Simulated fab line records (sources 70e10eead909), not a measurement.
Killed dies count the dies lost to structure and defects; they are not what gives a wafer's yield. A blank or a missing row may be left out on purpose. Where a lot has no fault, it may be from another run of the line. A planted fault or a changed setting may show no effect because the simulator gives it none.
fab line records | flow nand-harc | part 2 of 2: steps 24 to 35 of 35
record lots=5 | wafers=15 | last-day=32
route steps=1302 shown A_M0@1162 A_M1@1169
lots untouched by any fault: they come from a run of this same line in which no faults occurred
start-h: start of the lot's first displayed wafer, in hours after the record's first day | wait-h: hours elapsed since this lot's preceding step | " same as the row above | L1.1+2: a single row standing in for several wafers | - no value, or no start given | * or withheld: withheld | < > ~ a bound
route shown NAME@n: names a module that has steps shown in the file, with the first one's number in the route | usual: mean/standard deviation of fault-free wafers | same: alike in all rows | chamber/n: place in a boat | sites: readings site by site | _std_site: standard deviation of those values | _edge_site: outer sites' mean less inner sites' | radius-mm: how far each site lies from the wafer's centre | mask NAME#n: copy n | behind: the tool/chamber that last shaped the wafer | hold: why the lot went on hold/how many hours it stayed there/how the hold came to an end | device: names the non-switching transistor (n, p or np) | end of line: the same wafers' tests at the end of the route | a step without rows: its recipe alone | killed: dies lost to structure and defects at the first sort, not the wafer's yield | map: per-die view of a wafer (x killed, . not killed, _ where there is no die)
set.NAME: the setting the step ran with; set.NAME@STEP: the setting that earlier step ran with | model.NAME: the simulator's own value behind a step, which no gauge read
lots at selected steps of the route; one table per step, one row per wafer
services: when a tool's chamber went out of use (start-h, in hours from the record's first day, below 0 if earlier), for how many hours, and the reason
## steps
# step NHARC_A_M1_STRIP_18
# recipe power-w=1000 | n2-flow-sccm=150 | h2-flow-sccm=150 | ar-flow-sccm=0 | bias-w=0 | chemistry=N2/H2
# usual drypump-motor-current-A=5.7/0.53 | oes-product-au=0.998/0.0089 | rf-fwd-power-W=997.4/2.7 | rf-vpp-V=90.6/0.98 | showerhead-plenum-p-Torr=2.03/0.083 | throttle-valve-pct=14.171/0.0086
lot.wafer | tool        | chamber | start-h | wait-h | drypump-motor-current-A | oes-product-au | rf-fwd-power-W | rf-hours-counter-h | rf-vpp-V | showerhead-plenum-p-Torr | throttle-valve-pct
L074.2    | rie-diel-10 | 3       | 516.67  | 0.1    | 6.1                     | 1.003          | 993.6          | 4.6                | 90.4     | 1.95                     | 14.171
L074.6    | "           | 3       | "       | "      | 6.1                     | 1.009          | 995.0          | -                  | 89.4     | 1.95                     | 14.159
L074.5    | "           | 0       | "       | "      | 6.2                     | 0.996          | 996.6          | -                  | 91.7     | 2.19                     | 14.173
L081.2    | rie-diel-10 | 1       | 589.88  | 0.1    | 5.0                     | 1.011          | 998.7          | 8.3                | 91.2     | 2.15                     | 14.161
L081.1    | "           | 2       | "       | "      | 5.6                     | 1.017          | 995.5          | 8.7                | 90.3     | 2.01                     | 14.172
L081.6    | "           | 1       | "       | "      | 5.0                     | 1.011          | 996.7          | -                  | 91.0     | 2.15                     | 14.172
L088.2    | rie-diel-05 | 0       | 677.99  | 0.1    | 5.6                     | 1.014          | 1000.0         | 4.4                | 90.6     | 1.97                     | 14.169
L088.6    | "           | 1       | "       | "      | 5.3                     | 0.978          | 999.4          | -                  | 89.0     | 1.89                     | 14.183
L088.5    | "           | 2       | "       | "      | 6.3                     | 0.985          | 999.1          | -                  | 91.0     | 2.05                     | 14.167
L090.3    | rie-diel-12 | 0       | 684.04  | 0.1    | 5.2                     | 1.008          | 997.9          | 1.7                | 91.3     | 2.08                     | 14.167
L090.1    | "           | 3       | "       | "      | 6.7                     | 1.001          | 995.7          | 1.6                | 90.4     | 1.99                     | 14.196
L090.6    | "           | 3       | "       | "      | 6.7                     | 0.998          | 995.9          | -                  | 91.9     | 1.99                     | 14.172
L093.1    | rie-diel-12 | 0       | 733.89  | 0.1    | 5.3                     | 1.005          | 998.9          | 3.4                | 91.3     | 2.08                     | 14.175
L093.3    | "           | 2       | "       | "      | 5.5                     | 1.000          | 995.9          | 3.7                | 90.6     | 1.96                     | 14.155
L093.5    | "           | 0       | "       | "      | 5.3                     | 0.998          | 997.4          | -                  | 91.0     | 2.08                     | 14.181
# step NHARC_A_M1_ETCH_28
# recipe target-depth-a=300 | over-etch-frac=0.3 | time-s=72.99 | ion-energy-ev=150 | cf4-flow-sccm=50 | n2-flow-sccm=100 | ar-flow-sccm=150 | rf-w=300 | bias-w=100 | chemistry=CF4/N2
# usual drypump-motor-current-A=5.7/0.54 | oes-product-au=0.999/0.0092 | rf-fwd-power-W=297.5/1 | rf-vpp-V=314.0/1.7 | showerhead-plenum-p-Torr=2.61/0.097 | throttle-valve-pct=19.796/0.0096
lot.wafer | tool        | chamber | start-h | wait-h | drypump-motor-current-A | oes-product-au | rf-fwd-power-W | rf-hours-counter-h | rf-vpp-V | showerhead-plenum-p-Torr | throttle-valve-pct
L074.2    | rie-diel-10 | 1       | -       | -      | 5.0                     | 1.000          | 297.6          | 4.2                | 315.5    | 2.75                     | 19.801
L074.5    | "           | 1       | "       | "      | 5.0                     | 0.998          | 297.3          | -                  | 314.1    | 2.75                     | 19.800
L074.6    | "           | 2       | "       | "      | 5.6                     | 1.021          | 297.1          | -                  | 313.7    | 2.59                     | 19.792
L081.2    | rie-diel-10 | 2       | -       | -      | 5.6                     | 1.012          | 296.4          | 8.8                | 312.1    | 2.59                     | 19.808
L081.1    | "           | 0       | "       | "      | 6.2                     | 0.990          | 295.1          | 9.2                | 316.4    | 2.81                     | 19.770
L081.6    | "           | 1       | "       | "      | 5.0                     | 1.004          | 296.3          | -                  | 317.0    | 2.75                     | 19.798
L088.2    | rie-diel-05 | 0       | -       | -      | 5.6                     | 1.011          | 297.8          | 4.4                | 314.1    | 2.54                     | 19.793
L088.6    | "           | 3       | "       | "      | 5.0                     | 1.011          | 296.6          | -                  | 317.3    | 2.76                     | 19.788
L088.5    | "           | 0       | "       | "      | 5.6                     | 1.008          | 296.4          | -                  | 312.9    | 2.54                     | 19.774
L090.1    | rie-diel-12 | 0       | -       | -      | 5.2                     | 1.000          | 297.1          | 1.8                | 314.6    | 2.67                     | 19.794
L090.3    | "           | 3       | "       | "      | 6.7                     | 0.993          | 298.8          | 1.6                | 313.6    | 2.57                     | 19.798
L090.6    | "           | 1       | "       | "      | 6.0                     | 1.008          | 297.5          | -                  | 314.5    | 2.70                     | 19.784
L093.3    | rie-diel-12 | 0       | -       | -      | 5.3                     | 1.000          | 298.1          | 3.5                | 316.0    | 2.67                     | 19.794
L093.1    | "           | 2       | "       | "      | 5.5                     | 0.995          | 297.5          | 3.8                | 312.7    | 2.53                     | 19.802
L093.5    | "           | 0       | "       | "      | 5.2                     | 1.001          | 297.2          | -                  | 313.4    | 2.67                     | 19.795
# step NHARC_A_M1_STRIP_19
# recipe time-s=600 | temp-c=30 | chemistry=post-etch-residue-remover
lot.wafer  | tool         | chamber | start-h | wait-h
L074.5+2+6 | wet-bench-08 | 7,0,4   | 517.04  | -
L081.6+1+2 | wet-bench-08 | 2,3,6   | 590.25  | -
L088.6+2+5 | wet-bench-10 | 5,7,0   | 678.28  | -
L090.3+1+6 | wet-bench-08 | 2,4,6   | 684.50  | -
L093.3+1+5 | wet-bench-08 | 4,5,7   | 734.23  | -
# step NHARC_A_M1_DEGAS_29
# recipe temp-c=250 | time-s=60
# usual heater-power-w=322/15
lot.wafer | tool           | chamber | start-h | wait-h | heater-power-w
L074.2    | pvd-sputter-02 | -       | 517.31  | -      | 319
L074.5    | "              | -       | "       | "      | 327
L074.6    | "              | -       | "       | "      | 320
L081.2    | pvd-sputter-03 | -       | 590.51  | -      | 307
L081.1    | "              | -       | "       | "      | 315
L081.6    | "              | -       | "       | "      | 321
L088.2    | pvd-sputter-01 | -       | 678.58  | -      | 302
L088.5    | "              | -       | "       | "      | 293
L088.6    | "              | -       | "       | "      | 267
L090.3    | pvd-sputter-03 | -       | 684.77  | -      | 318
L090.1    | "              | -       | "       | "      | 331
L090.6    | "              | -       | "       | "      | 310
L093.1    | pvd-sputter-02 | -       | 734.50  | -      | 328
L093.3    | "              | -       | "       | "      | 332
L093.5    | "              | -       | "       | "      | 328
# step NHARC_A_M1_PRE_CLEAN_30
# recipe time-s=30 | temp-c=280 | gas=H2/He
# usual heater-power-w=395/18
lot.wafer | tool           | chamber | start-h | wait-h | heater-power-w
L074.2    | pvd-sputter-02 | -       | -       | -      | 401
L074.5    | "              | -       | "       | "      | 417
L074.6    | "              | -       | "       | "      | 403
L081.1    | pvd-sputter-03 | -       | -       | -      | 396
L081.2    | "              | -       | "       | "      | 391
L081.6    | "              | -       | "       | "      | 382
L088.2    | pvd-sputter-01 | -       | -       | -      | 450
L088.6    | "              | -       | "       | "      | 353
L088.5    | "              | -       | "       | "      | 332
L090.1    | pvd-sputter-03 | -       | -       | -      | 409
L090.3    | "              | -       | "       | "      | 421
L090.6    | "              | -       | "       | "      | 399
L093.1    | pvd-sputter-02 | -       | -       | -      | 403
L093.3    | "              | -       | "       | "      | 399
L093.5    | "              | -       | "       | "      | 412
# step NHARC_A_M1_PVD_20
# recipe target-thk-a=50 | bias-v=168.6 | power-w=15000 | chamber-pressure-pa=0.12 | time-s=8.06 | substrate-temp-c=50 | material=TaN
# usual throttle-valve-pct=29.6/0.9
lot.wafer | tool           | chamber | start-h | wait-h | throttle-valve-pct
L074.2    | pvd-sputter-02 | -       | -       | -      | 28.4
L074.6    | "              | -       | "       | "      | 29.1
L074.5    | "              | -       | "       | "      | 30.9
L081.1    | pvd-sputter-03 | -       | -       | -      | 29.2
L081.2    | "              | -       | "       | "      | 29.4
L081.6    | "              | -       | "       | "      | 29.2
L088.2    | pvd-sputter-01 | -       | -       | -      | 28.8
L088.5    | "              | -       | "       | "      | 31.7
L088.6    | "              | -       | "       | "      | 28.9
L090.1    | pvd-sputter-03 | -       | -       | -      | 29.1
L090.3    | "              | -       | "       | "      | 29.2
L090.6    | "              | -       | "       | "      | 29.6
L093.1    | pvd-sputter-02 | -       | -       | -      | 29.3
L093.3    | "              | -       | "       | "      | 29.8
L093.5    | "              | -       | "       | "      | 29.3
# step NHARC_A_M1_PVD_21
# recipe target-thk-a=300 | chamber-pressure-pa=5 | power-w=5000 | substrate-temp-c=30 | time-s=20.49 | material=Cu
# usual throttle-valve-pct=29.7/0.95
lot.wafer | tool           | chamber | start-h | wait-h | throttle-valve-pct
L074.2    | pvd-sputter-02 | -       | -       | -      | 28.3
L074.6    | "              | -       | "       | "      | 28.1
L074.5    | "              | -       | "       | "      | 29.3
L081.1    | pvd-sputter-03 | -       | -       | -      | 29.5
L081.2    | "              | -       | "       | "      | 29.1
L081.6    | "              | -       | "       | "      | 29.1
L088.2    | pvd-sputter-01 | -       | -       | -      | 28.9
L088.6    | "              | -       | "       | "      | 31.8
L088.5    | "              | -       | "       | "      | 28.9
L090.3    | pvd-sputter-03 | -       | -       | -      | 29.1
L090.1    | "              | -       | "       | "      | 29.7
L090.6    | "              | -       | "       | "      | 29.3
L093.1    | pvd-sputter-02 | -       | -       | -      | 31.0
L093.3    | "              | -       | "       | "      | 29.4
L093.5    | "              | -       | "       | "      | 31.1
# step NHARC_A_M1_ECD_22
# recipe target-thk-a=4000 | bath-temp-c=25 | material=Cu
lot.wafer  | tool      | chamber | start-h | wait-h
L074.2+5+6 | ecd-cu-02 | 0,0,1   | 517.67  | -
L081.1+2+6 | ecd-cu-02 | 1,0,0   | 590.87  | -
L088.2+6+5 | ecd-cu-01 | 1,1,0   | 678.91  | -
L090.1+3+6 | ecd-cu-02 | 0,1,1   | 685.13  | -
L093.1+3+5 | ecd-cu-02 | 0,1,0   | 734.91  | -
# step NHARC_A_M1_ANNEAL_31
# recipe temp-c=225 | time-s=90
# usual wafer_temp_C_max=226.1/0.57
lot.wafer | tool          | chamber | start-h | wait-h | wafer_temp_C_max
L074.2    | rtp-anneal-01 | 0       | 518.12  | -      | 225.7
L074.5    | "             | 0       | "       | "      | 225.7
L074.6    | "             | 0       | "       | "      | 225.6
L081.1    | rtp-anneal-01 | 0       | 591.25  | -      | 226.0
L081.2    | "             | 0       | "       | "      | 225.3
L081.6    | "             | 0       | "       | "      | 225.5
L088.2    | rtp-anneal-02 | 0       | 679.34  | -      | 227.1
L088.5    | "             | 0       | "       | "      | 226.7
L088.6    | "             | 0       | "       | "      | 226.5
L090.1    | rtp-anneal-01 | 0       | 685.50  | -      | 225.7
L090.3    | "             | 0       | "       | "      | 225.6
L090.6    | "             | 0       | "       | "      | 225.6
L093.1    | rtp-anneal-02 | 0       | 735.24  | 0.3    | 227.0
L093.3    | "             | 0       | "       | "      | 226.4
L093.5    | "             | 0       | "       | "      | 226.1
# step NHARC_A_M1_CMP_23
# recipe t-overpolish-s=20 | target-thk-nm=154.34
# usual motor-current-A=11.4/1.2 | time-to-endpoint-s=28.7/2.2
lot.wafer | tool   | chamber | start-h | wait-h | motor-current-A | time-to-endpoint-s
L074.2    | cmp-01 | 2       | 518.42  | -      | 11.5            | 29.4
L074.5    | "      | 2       | "       | "      | 10.7            | 29.2
L074.6    | "      | 3       | "       | "      | 9.8             | 26.4
L081.1    | cmp-04 | 1       | 591.62  | -      | 11.1            | 30.1
L081.2    | "      | 2       | "       | "      | 11.0            | 32.2
L081.6    | "      | 0       | "       | "      | 12.9            | 30.2
L088.2    | cmp-01 | 1       | 679.63  | -      | 10.5            | 31.9
L088.5    | "      | 1       | "       | "      | 10.1            | 30.4
L088.6    | "      | 2       | "       | "      | 11.3            | 28.6
L090.1    | cmp-01 | 2       | 685.88  | -      | 11.3            | 33.5
L090.3    | "      | 0       | "       | "      | 11.2            | 32.4
L090.6    | "      | 2       | "       | "      | 11.0            | 33.5
L093.3    | cmp-02 | 1       | 735.58  | -      | 10.3            | 28.4
L093.1    | "      | 2       | "       | "      | 13.3            | 31.1
L093.5    | "      | 1       | "       | "      | 10.8            | 29.3
# step NHARC_A_M1_THK_MEAS_24
# recipe thk-meas-gauge=xrf
# usual thk-nm=154.2/1.5
lot.wafer | tool          | chamber | start-h | wait-h | thk-nm
L074.2    | film-metro-02 | -       | 518.73  | -      | 154.3
L074.5    | "             | -       | "       | "      | 153.6
L074.6    | "             | -       | "       | "      | 155.2
L081.1    | film-metro-02 | -       | 591.91  | -      | 152.7
L081.2    | "             | -       | "       | "      | 154.3
L081.6    | "             | -       | "       | "      | 154.0
L088.2    | film-metro-02 | -       | 679.95  | -      | 156.8
L088.5    | "             | -       | "       | "      | 157.3
L088.6    | "             | -       | "       | "      | 156.1
L090.1    | film-metro-02 | -       | 686.16  | -      | 155.3
L090.3    | "             | -       | "       | "      | 155.5
L090.6    | "             | -       | "       | "      | 153.9
L093.1    | film-metro-02 | -       | 735.90  | -      | 157.1
L093.3    | "             | -       | "       | "      | 154.7
L093.5    | "             | -       | "       | "      | 152.9
# step NHARC_A_M1_SRD_25
lot.wafer  | tool         | chamber | start-h | wait-h
L074.2+6+5 | wet-bench-10 | 6,7,1   | 518.78  | 0.0
L081.1+6+2 | wet-bench-10 | 1,2,3   | 591.96  | 0.1
L088.6+5+2 | wet-bench-08 | 7,0,1   | 680.00  | 0.0
L090.1+3+6 | wet-bench-10 | 4,6,0   | 686.21  | 0.0
L093.3+1+5 | wet-bench-10 | 4,6,0   | 735.95  | 0.0
## services
tool           | chamber | start-h | hours | kind
pecvd-01       | -       | 492.21  | 13.0  | pm
wet-bench-10   | -       | 502.30  | 13.0  | repair
pvd-sputter-03 | -       | 526.00  | 10.0  | pm
litho-track-06 | -       | 529.00  | 7.0   | pm
rie-diel-10    | 1       | 547.13  | 4.0   | repair
litho-track-04 | -       | 553.00  | 7.0   | pm
pvd-sputter-03 | -       | 558.89  | 0.7   | repair
rie-diel-12    | -       | 561.26  | 1.0   | repair
pvd-sputter-02 | -       | 582.53  | 2.4   | repair
rie-diel-10    | -       | 596.50  | 9.0   | pm
pvd-sputter-03 | -       | 612.77  | 0.6   | repair
rie-diel-12    | 1       | 621.60  | 15.4  | repair
rie-diel-12    | -       | 622.40  | 9.0   | pm
pecvd-04       | -       | 631.09  | 13.0  | pm
wet-bench-08   | -       | 646.40  | 8.0   | pm
pvd-sputter-03 | -       | 660.43  | 8.5   | repair
wet-bench-10   | -       | 663.20  | 8.0   | pm
pvd-sputter-02 | -       | 666.29  | 10.0  | pm
rie-diel-12    | 2       | 683.95  | 4.8   | repair
litho-track-06 | -       | 704.00  | 7.0   | pm
pvd-sputter-03 | -       | 704.00  | 10.0  | pm
rie-diel-12    | 3       | 707.50  | 11.6  | repair
pecvd-04       | 0       | 720.97  | 1.9   | repair
litho-track-04 | -       | 728.00  | 7.0   | pm
